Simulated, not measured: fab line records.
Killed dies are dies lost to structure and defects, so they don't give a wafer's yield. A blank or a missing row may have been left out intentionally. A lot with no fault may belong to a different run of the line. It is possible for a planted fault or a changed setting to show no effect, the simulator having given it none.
Matching of chambers -- flow n5Finfet -- pecvd-02 running N5_BEOL_M3_ILD_DEP_00: 3 sister chambers
The step deposits SiOC from DEMS/O2, target thk 79 nm, time 15.3 s. 33 wafers are shown with their chamber, then 12 later ones without.

== WAFERS WITH THEIR CHAMBER ==
wafer,chamber,throttleValvePct (%),heaterPowerW (W),showerheadPlenumPTorr (Torr)
L075.1,1,12.8,601,5.697
L075.2,2,11.2,390,5.667
L075.3,0,11.9,493,5.692
L078.1,2,11.0,386,5.669
L078.5,2,11.3,400,5.673
L078.6,0,12.3,525,5.690
L079.3,2,10.9,416,5.672
L079.4,0,11.9,545,5.681
L079.5,2,11.2,423,5.666
L082.2,0,12.4,440,5.692
L082.3,1,12.6,571,5.692
L082.6,2,11.2,373,5.685
L083.1,0,12.2,505,5.690
L083.4,2,11.3,394,5.665
L083.5,0,12.2,501,5.694
L084.1,0,12.0,534,5.682
L084.3,2,11.0,397,5.661
L084.6,2,11.2,386,5.689
L088.1,0,12.0,525,5.689
L088.4,0,12.2,532,5.700
L088.5,2,11.2,408,5.679
L087.1,2,10.9,356,5.685
L087.2,0,12.2,460,5.695
L087.3,1,12.8,610,5.685
L089.2,2,11.2,357,5.665
L089.5,1,12.7,600,5.678
L089.6,2,11.1,367,5.662
L090.2,2,11.2,437,5.676
L090.3,1,12.6,496,5.701
L090.5,0,12.3,462,5.681
L092.2,0,12.1,451,5.685
L092.4,0,12.1,448,5.695
L092.5,1,12.6,511,5.677

SIGNATURES (means of the wafers above)
reading,chamber 0,chamber 1,chamber 2,scatter within a chamber
throttleValvePct,12.138,12.683,11.136,0.138
heaterPowerW,493.92,564.83,392.14,34.9
showerheadPlenumPTorr,5.68969,5.68833,5.67243,0.00816
Rule: a wafer lies at a distance from a chamber equal to the root of the sum of squares, over the readings, of (its reading less the chamber's mean, divided by the reading's scatter). The wafer belongs to the nearest chamber; if the next one is less than 2 further off, it can't be placed. The scatter: take each reading less its chamber's mean, square it, sum over the shown wafers, divide by the number of wafers less the number of chambers, and take the root.

== WAFERS WHOSE CHAMBER IS MISSING ==
wafer,throttleValvePct (%),heaterPowerW (W),showerheadPlenumPTorr (Torr)
L094.2,12.1,461,5.692
L094.4,11.3,420,5.680
L094.6,11.0,424,5.664
L095.1,11.3,405,5.691
L095.2,12.2,475,5.686
L095.4,11.1,385,5.675
L096.1,11.2,403,5.674
L096.5,12.3,480,5.675
L096.6,11.4,406,5.666
L097.2,12.3,451,5.691
L097.5,12.4,453,5.683
L097.6,11.2,419,5.670

== THE CHAMBER EACH PASSED THROUGH ==
wafer,from the rows above,in truth
L094.2,0,0
L094.4,2,2
L094.6,2,2
L095.1,2,2
L095.2,0,0
L095.4,2,2
L096.1,2,2
L096.5,can't be placed: 0 or 1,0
L096.6,2,2
L097.2,0,0
L097.5,can't be placed: 0 or 1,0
L097.6,2,2
Correct placement for 10 of the 12. Not placeable from these rows: 2 (in 2, the candidates include the true chamber). Placed wrongly: 0.
